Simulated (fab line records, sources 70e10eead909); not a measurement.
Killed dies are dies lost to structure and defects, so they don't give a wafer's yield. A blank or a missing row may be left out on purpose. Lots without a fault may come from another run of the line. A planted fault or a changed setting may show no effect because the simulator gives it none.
Which tool did it? | flow nand_harc | 6 lots, 18 wafers sampled, at 5 steps of a route of 1302

WHAT THE GAUGES READ, wafer by wafer
NHARC_END_SORT_01.
lot | measured | on | killed_at_array

WHICH TOOL RAN EACH LOT (tool, then ch and the chambers of the sampled wafers, then the start)
lot  | NHARC_A_CHANNEL_HOLE_D2_ETCH_27  | NHARC_A_CHANNEL_HOLE_D2_STRIP_28              | NHARC_A_CHANNEL_FILL_D2_CMP_10 | NHARC_A_CHANNEL_FILL_D2_RTA_24
L241 | har_etch-01 ch 1, day 13 14:08   | rie_diel-03 ch 1,3, day 15 16:13 or earlier   | cmp-02 ch 1,2,3, day 15 16:13  | rtp_anneal-02 ch 0, day 15 16:37
L243 | har_etch-01 ch 0,1, day 14 15:18 | rie_diel-03 ch 1,2,3, day 16 16:51 or earlier | cmp-04 ch 1,2,3, day 16 16:51  | rtp_anneal-02 ch 0, day 16 21:49
L246 | har_etch-01 ch 0,1, day 15 13:40 | rie_diel-07 ch 0,3, day 17 14:34 or earlier   | cmp-01 ch 0,1,3, day 17 14:34  | rtp_anneal-02 ch 0, day 17 14:58
L255 | har_etch-02 ch 0,1, day 20 00:01 | rie_diel-07 ch 0,1,3, day 22 01:56 or earlier | cmp-01 ch 0,2,3, day 22 01:56  | rtp_anneal-02 ch 0, day 22 02:23
L258 | har_etch-02 ch 0,1, day 20 16:17 | rie_diel-09 ch 1,2,3, day 22 15:16 or earlier | cmp-01 ch 1,2, day 22 15:16    | rtp_anneal-02 ch 0, day 22 15:43
L263 | har_etch-01 ch 0,1, day 23 00:17 | rie_diel-03 ch 0,1,3, day 25 01:21 or earlier | cmp-01 ch 1,2,3, day 25 01:21  | rtp_anneal-01 ch 0, day 25 01:49
- NHARC_A_CHANNEL_HOLE_D2_ETCH_27: etches the open film in C4F8/O2/Ar, time 90 s, target depth 400 nm.
- NHARC_A_CHANNEL_HOLE_D2_STRIP_28: strips in O2.
- NHARC_A_CHANNEL_FILL_D2_CMP_10: polishes, target thk 150 nm.
- NHARC_A_CHANNEL_FILL_D2_RTA_24: time 5 s.

THE ANSWER, worked out from the rows above alone
Rule: what is usual is taken from the lots themselves. Put in order of their means at a reading, lots are off if they are a third of the lots or fewer, leave a main group of 4 or more, and stand apart from it by a gap of 3 or more times the standard deviation of the main group's means; of several such gaps the widest counts. A main group whose means are all the same, to the digits that the tables above print for the reading, isn't used. A lot without any number at a reading at which 4 lots or more have one is off too. The other lots that the step has rows for count as sound.
No lot is off at any reading shown: from this, nothing can be told.

WHAT THE SIMULATOR HAD PUT IN
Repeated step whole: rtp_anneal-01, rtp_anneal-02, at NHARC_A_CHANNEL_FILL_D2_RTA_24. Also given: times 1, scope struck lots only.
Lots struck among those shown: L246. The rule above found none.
